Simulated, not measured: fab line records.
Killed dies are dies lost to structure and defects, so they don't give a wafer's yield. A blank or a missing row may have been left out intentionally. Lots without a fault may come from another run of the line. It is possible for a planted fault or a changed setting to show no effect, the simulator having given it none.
A struck lot beside a sound one	flow n5-finfet	35 steps out of a route of 1938
Sound: wafers L479.1, L479.2, L479.4. Struck: wafers L481.2, L481.3, L481.6. Last of all comes the cause.
At each step with rows: each side's tool, then ch and its chambers, then its first start. Under that, the readings that differ: sound wafers	struck wafers	difference of the means	sigmas: that difference in standard deviations of wafers without a fault.
alike: same words and numbers on both sides, and readings whose means sit less than 2 such deviations apart. not compared: any withheld reading, any reading some wafer has no value for, any bound like >300 that may hide the same value, and any number with overlapping values for which the record gives no deviation.
The two part at a step that has a row with sigmas, a row that says differs or no value, or rows on one side only. Numbers that don't overlap but have no deviation are shown without sigmas and don't part them. Lack of a reading on every wafer of one side parts them only where that side has two or more wafers.

first, 12 steps without rows for these wafers: N5_SD_EPI_P_ETCH_37 (etches SOC in N2/H2, overetch 108 nm, time 486 s); N5_SD_EPI_P_STRIP_38 (strips in N2/H2); N5_SD_EPI_P_ETCHBACK_46 (etches SiNx in CH3F/O2, stops on SiO2, target depth 17.5 nm); N5_SD_EPI_P_ETCH_47 (etches SiOCN in CH3F/O2, target depth 25 nm); N5_SD_EPI_P_ETCH_16 (etches SiO2 in CHF3/O2, target depth 5 nm); N5_SD_EPI_P_STRIP_50 (strips in CHF3/O2); N5_SD_EPI_P_SD_RECESS_17 (chemistry HBr/Cl2/O2, target depth 39.1 nm, bt time 3 s); N5_SD_EPI_P_WET_ETCH_45 (etches SiO2 in dHF, time 10.7 s, target depth 2 nm, rinse time 30 s); N5_SD_EPI_P_STRIP_40 (strips in N2/H2); N5_SD_EPI_P_PRECLEAN_52 (cleans in O3/DIW, time 60 s); N5_SD_EPI_P_SRD_20 (time 30 s); N5_SD_EPI_P_PRECLEAN_51 (cleans in NF3:NH3, afs cycles 1, time 20 s, sublimation time 60 s).
N5_SD_EPI_P_VAPOR_ETCH_44: etches SiGe30 in NF3/Ar, time 3.3 s.
  sound on epi-rpcvd-03 ch 0, day 5 07:26; struck on epi-rpcvd-03 ch 0, day 5 18:44
then, 20 steps without rows for these wafers: N5_SD_EPI_P_EPI_21 (deposits SiGe:B, time 355 s); N5_SD_EPI_P_HM_STRIP_48 (strips SiNx in H3PO4, material SiNx, target depth 3 nm); N5_SD_EPI_P_SRD_49 (time 30 s); N5_SD_EPI_P_PRECLEAN_24 (cleans in O3/DIW, time 45 s); N5_SD_EPI_P_PRECLEAN_32 (cleans in dHF, time 10 s); N5_SD_EPI_P_PRECLEAN_33 (cleans in SC2, time 45 s); N5_SD_EPI_P_SRD_25 (time 30 s); N5_SD_ACTIVATION_RTA_00 (time 0 s); N5_SD_ACTIVATION_LSA_01 (time 0.0008 s); N5_ILD0_LINER_00 (material SiNx, target thk 4 nm, pulse time 1 s, purge time 2 s); N5_ILD0_FCVD_FILL_01 (material SiO2 flowable, target thk 200 nm, time 328.3 s); N5_ILD0_CURE_02 (time 1800 s); N5_ILD0_CMP_03 (polishes, stops on SiNx, t overpolish 1.9 s, target thk 197.38 nm); N5_ILD0_CMP_07 (polishes SiO2 flowable, stops on poly-Si, t overpolish 1.18 s, target thk 138.88 nm); N5_ILD0_PRECLEAN_10 (cleans in NF3:NH3, afs cycles 5, time 20 s, sublimation time 60 s); N5_ILD0_ALD_15 (deposits SiNx, target thk 24 nm, pulse time 1 s, ald cycles 480); N5_ILD0_CMP_12 (polishes SiNx, stops on poly-Si, t overpolish 6 s, target thk 17.67 nm); N5_SDB_HM_DEP_00 (deposits SiNx from SiH4/NH3/N2, target thk 40 nm, time 35.3 s); N5_SDB_COAT_03 (time 60 s, resist thk 100 nm); N5_SDB_COAT_04 (time 60 s, resist thk 18 nm).
-- the record jumps here: 6 days lie between the struck wafers' starts before and after (it left off in module SDB and takes up again in module BEOL_M4, whose first step shown is number 1111 of the route) --
N5_BEOL_M4_RC_MEAS_101:
  sound on prober-01 ch 0, day 10 22:28; struck on prober-02 ch 0, day 11 17:26
reading	sound	struck	difference	sigmas
DIBL_P (mV/V)	37.2 34.3 36.2	30.3 32.4 30.0	-5.0	-2
IOFF_P (nA/um)	0.23 0.17 0.21	0.10 0.12 0.10	-0.10	-3
IOFF_P_85C (nA/um)	3.9 3.1 3.6	2.0 2.3 1.9	-1.5	-3
IOFF_P_LIN (nA/um)	0.108 0.089 0.100	0.055 0.061 0.054	-0.042	-3
ION_P (uA/um)	461 463 461	418 413 419	-45	-5
REXT_P (ohm.um)	100.9 102.4 101.6	125.8 126.0 125.8	+24.2	+12
VT_P (mV)	-250 -253 -251	-265 -265 -267	-14	-5
VT_P_LVT (mV)	-100.0 -103.6 -101.4	-113.4 -111.9 -113.0	-11.1	-4
  alike: DIBL_N, IOFF_N, ION_N, SS_N, SS_P, VT_N
-- here the record skips 6 days between the struck wafers' starts before and after, leaving off in module BEOL_M4 and picking up in module PASSIVATION (first step shown: number 1936 of the route) --
N5_PASSIVATION_PROBE_49:
  sound on prober-02, day 16 11:22; struck on prober-01, day 17 05:39
reading	sound	struck	difference	sigmas
sort_bin_8_speed (%)	0 0 0	79.32 90.25 81.02	+83.53	+99 or more
sort-n-pass	1083 1073 1070	134 12 141	-980	-58
sort-yield-pct (%)	91.8 90.9 90.7	11.4 1.0 11.9	-83.0	-59
  alike: defect-limited-yield, killed_at_M0_to_M3, killed_at_M4_up, killed-at-contacts, killed-at-front-end, killed-at-other, killed-dies, killed-open, killed-short, sort_bin_5_function, sort_bin_6_memory

== WHERE THEY PART ==
Earliest at N5_BEOL_M4_RC_MEAS_101; latest, in this record, at N5_PASSIVATION_PROBE_49.

WHY: whatever the simulator had introduced
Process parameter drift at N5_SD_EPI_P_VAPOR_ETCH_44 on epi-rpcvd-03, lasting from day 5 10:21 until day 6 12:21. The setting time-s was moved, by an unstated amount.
